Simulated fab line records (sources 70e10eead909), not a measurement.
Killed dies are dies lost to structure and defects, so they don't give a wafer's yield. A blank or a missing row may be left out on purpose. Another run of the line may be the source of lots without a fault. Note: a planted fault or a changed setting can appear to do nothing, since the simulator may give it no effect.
Matching of chambers :: flow nand_harc :: NHARC_A_CHANNEL_FILL_D2_ETCHBACK_19 on rie_si-03 has 4 sister chambers
The step etches the open film in HBr/Cl2, target depth 5 nm, time 1.7 s. 18 wafers are shown with their chamber, then 9 later ones without.

## WAFERS PAIRED WITH THEIR CHAMBERS
wafer: L074.1
chamber: 0
drypump_motor_current_A (A): 6.5
oes_product_au (a.u.): 0.988
throttle_valve_pct (%): 26.417

wafer: L074.4
chamber: 2
drypump_motor_current_A (A): 5.1
oes_product_au (a.u.): 1.011
throttle_valve_pct (%): 26.418

wafer: L074.6
chamber: 2
drypump_motor_current_A (A): 5.1
oes_product_au (a.u.): 1.019
throttle_valve_pct (%): 26.415

wafer: L077.2
chamber: 2
drypump_motor_current_A (A): 5.1
oes_product_au (a.u.): 0.996
throttle_valve_pct (%): 26.398

wafer: L077.3
chamber: 1
drypump_motor_current_A (A): 5.6
oes_product_au (a.u.): 0.996
throttle_valve_pct (%): 26.406

wafer: L077.6
chamber: 2
drypump_motor_current_A (A): 5.0
oes_product_au (a.u.): 0.995
throttle_valve_pct (%): 26.406

wafer: L078.1
chamber: 1
drypump_motor_current_A (A): 5.6
oes_product_au (a.u.): 1.001
throttle_valve_pct (%): 26.410

wafer: L078.3
chamber: 2
drypump_motor_current_A (A): 5.1
oes_product_au (a.u.): 0.996
throttle_valve_pct (%): 26.404

wafer: L078.6
chamber: 3
drypump_motor_current_A (A): 4.8
oes_product_au (a.u.): 0.995
throttle_valve_pct (%): 26.392

wafer: L083.1
chamber: 3
drypump_motor_current_A (A): 4.8
oes_product_au (a.u.): 0.993
throttle_valve_pct (%): 26.409

wafer: L083.2
chamber: 0
drypump_motor_current_A (A): 6.6
oes_product_au (a.u.): 0.979
throttle_valve_pct (%): 26.411

wafer: L083.4
chamber: 2
drypump_motor_current_A (A): 5.1
oes_product_au (a.u.): 1.011
throttle_valve_pct (%): 26.407

wafer: L085.1
chamber: 1
drypump_motor_current_A (A): 5.6
oes_product_au (a.u.): 1.015
throttle_valve_pct (%): 26.407

wafer: L085.2
chamber: 2
drypump_motor_current_A (A): 5.1
oes_product_au (a.u.): 1.008
throttle_valve_pct (%): 26.374

wafer: L085.3
chamber: 0
drypump_motor_current_A (A): 6.5
oes_product_au (a.u.): 0.979
throttle_valve_pct (%): 26.405

wafer: L088.3
chamber: 0
drypump_motor_current_A (A): 6.5
oes_product_au (a.u.): 0.978
throttle_valve_pct (%): 26.407

wafer: L088.4
chamber: 1
drypump_motor_current_A (A): 5.6
oes_product_au (a.u.): 0.995
throttle_valve_pct (%): 26.405

wafer: L088.6
chamber: 1
drypump_motor_current_A (A): 5.6
oes_product_au (a.u.): 0.996
throttle_valve_pct (%): 26.412

SIGNATURES (means of the wafers above)
reading: drypump_motor_current_A
chamber 0: 6.525
chamber 1: 5.600
chamber 2: 5.086
chamber 3: 4.800
scatter within a chamber: 0.0339

reading: oes_product_au
chamber 0: 0.98100
chamber 1: 1.00060
chamber 2: 1.00514
chamber 3: 0.99400
scatter within a chamber: 0.00796

reading: throttle_valve_pct
chamber 0: 26.41000
chamber 1: 26.40800
chamber 2: 26.40314
chamber 3: 26.40050
scatter within a chamber: 0.0104
Rule: a wafer lies at a distance from a chamber equal to the root of the sum of squares, over the readings, of (its reading less the chamber's mean, divided by the reading's scatter). The wafer belongs to the nearest chamber; if the next one is less than 2 further off, it can't be placed. The scatter is the square root of a quotient: the sum, over the shown wafers, of each reading's squared deviation from its chamber's mean, divided by wafers minus chambers.

## WAFERS MISSING THEIR CHAMBER
wafer: L087.1
drypump_motor_current_A (A): 5.6
oes_product_au (a.u.): 1.007
throttle_valve_pct (%): 26.427

wafer: L087.2
drypump_motor_current_A (A): 4.8
oes_product_au (a.u.): 1.002
throttle_valve_pct (%): 26.399

wafer: L087.6
drypump_motor_current_A (A): 6.5
oes_product_au (a.u.): 0.977
throttle_valve_pct (%): 26.406

wafer: L093.2
drypump_motor_current_A (A): 5.6
oes_product_au (a.u.): 1.005
throttle_valve_pct (%): 26.396

wafer: L093.4
drypump_motor_current_A (A): 4.8
oes_product_au (a.u.): 0.988
throttle_valve_pct (%): 26.419

wafer: L093.6
drypump_motor_current_A (A): 4.8
oes_product_au (a.u.): 0.975
throttle_valve_pct (%): 26.399

wafer: L097.1
drypump_motor_current_A (A): 4.8
oes_product_au (a.u.): 0.998
throttle_valve_pct (%): 26.416

wafer: L097.2
drypump_motor_current_A (A): 5.1
oes_product_au (a.u.): 1.019
throttle_valve_pct (%): 26.401

wafer: L097.3
drypump_motor_current_A (A): 6.5
oes_product_au (a.u.): 0.977
throttle_valve_pct (%): 26.403

## THE CHAMBER EACH PASSED THROUGH
wafer: L087.1
from the rows above: 1
in truth: 1

wafer: L087.2
from the rows above: 3
in truth: 3

wafer: L087.6
from the rows above: 0
in truth: 0

wafer: L093.2
from the rows above: 1
in truth: 1

wafer: L093.4
from the rows above: 3
in truth: 3

wafer: L093.6
from the rows above: 3
in truth: 3

wafer: L097.1
from the rows above: 3
in truth: 3

wafer: L097.2
from the rows above: 2
in truth: 2

wafer: L097.3
from the rows above: 0
in truth: 0
Correct placement for 9 of the 9. Number that these rows cannot place: 0. Number placed wrongly: 0.
